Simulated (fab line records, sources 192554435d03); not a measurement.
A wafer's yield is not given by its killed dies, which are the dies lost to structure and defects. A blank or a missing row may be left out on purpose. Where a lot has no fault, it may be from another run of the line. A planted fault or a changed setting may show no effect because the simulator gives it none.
Chamber matching -- flow n5Finfet -- N5_BEOL_M7_ILD_DEP_00 on pecvd-03: 3 sister chambers
The step deposits SiCOH lowk from DEMS/porogen, target thk 179.75 nm, time 33.4 s. 22 wafers are shown with their chamber, then 11 later ones without.

## WAFERS, EACH WITH ITS CHAMBER
wafer,chamber,throttleValvePct (%),showerheadPlenumPTorr (Torr),heaterPowerW (W)
L076.1,1,14.1,5.774,293
L076.2,0,13.1,5.734,355
L076.5,1,14.1,5.770,310
L081.2,2,13.0,5.747,293
L081.5,2,12.7,5.737,294
L081.6,0,13.5,5.723,378
L082.1,2,12.5,5.746,243
L082.5,0,13.4,5.744,358
L082.6,2,12.8,5.739,241
L080.1,2,12.7,5.730,253
L080.3,2,12.7,5.719,257
L080.4,0,13.8,5.739,377
L079.2,0,13.3,5.745,341
L079.3,2,12.7,5.746,273
L079.4,0,13.0,5.740,356
L086.3,1,13.9,5.778,345
L086.4,1,14.3,5.776,345
L086.5,0,13.2,5.743,335
L090.2,2,12.8,5.727,267
L090.4,0,13.4,5.725,360
L090.6,1,14.3,5.791,286
L092.4,0,13.1,5.738,377

SIGNATURES (averages over the wafers above)
reading,chamber 0,chamber 1,chamber 2,scatter within a chamber
throttleValvePct,13.311,14.140,12.738,0.197
showerheadPlenumPTorr,5.73678,5.77780,5.73638,0.00889
heaterPowerW,359.67,315.80,265.12,20.6
Rule: distance of a wafer from a chamber = root of the sum over the readings of ((wafer's reading minus chamber's mean) / reading's scatter) squared. The wafer belongs to the nearest chamber; if the next one is less than 2 further off, it can't be placed. The scatter: the root of (the sum of the squares of (reading less its chamber's mean) over the shown wafers, divided by (wafers less chambers)).

## WAFERS WITH NO CHAMBER GIVEN
wafer,throttleValvePct (%),showerheadPlenumPTorr (Torr),heaterPowerW (W)
L092.5,13.0,5.723,289
L092.6,14.4,5.772,318
L091.1,13.6,5.734,350
L091.5,14.4,5.768,372
L091.6,13.7,5.718,358
L094.2,12.9,5.733,296
L094.4,13.5,5.739,345
L094.6,14.3,5.777,313
L095.1,14.3,5.753,337
L095.4,14.3,5.783,351
L095.5,13.0,5.737,285

## WHICH CHAMBER EACH WENT THROUGH
wafer,from the rows above,in truth
L092.5,can't be placed: 2 or 0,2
L092.6,1,1
L091.1,0,0
L091.5,1,1
L091.6,0,0
L094.2,2,2
L094.4,0,0
L094.6,1,1
L095.1,1,1
L095.4,1,1
L095.5,2,2
Correctly placed: 10 of 11. From these rows, 1 cannot be placed; in 1 the true chamber is one of the candidates. 0 placed wrongly.
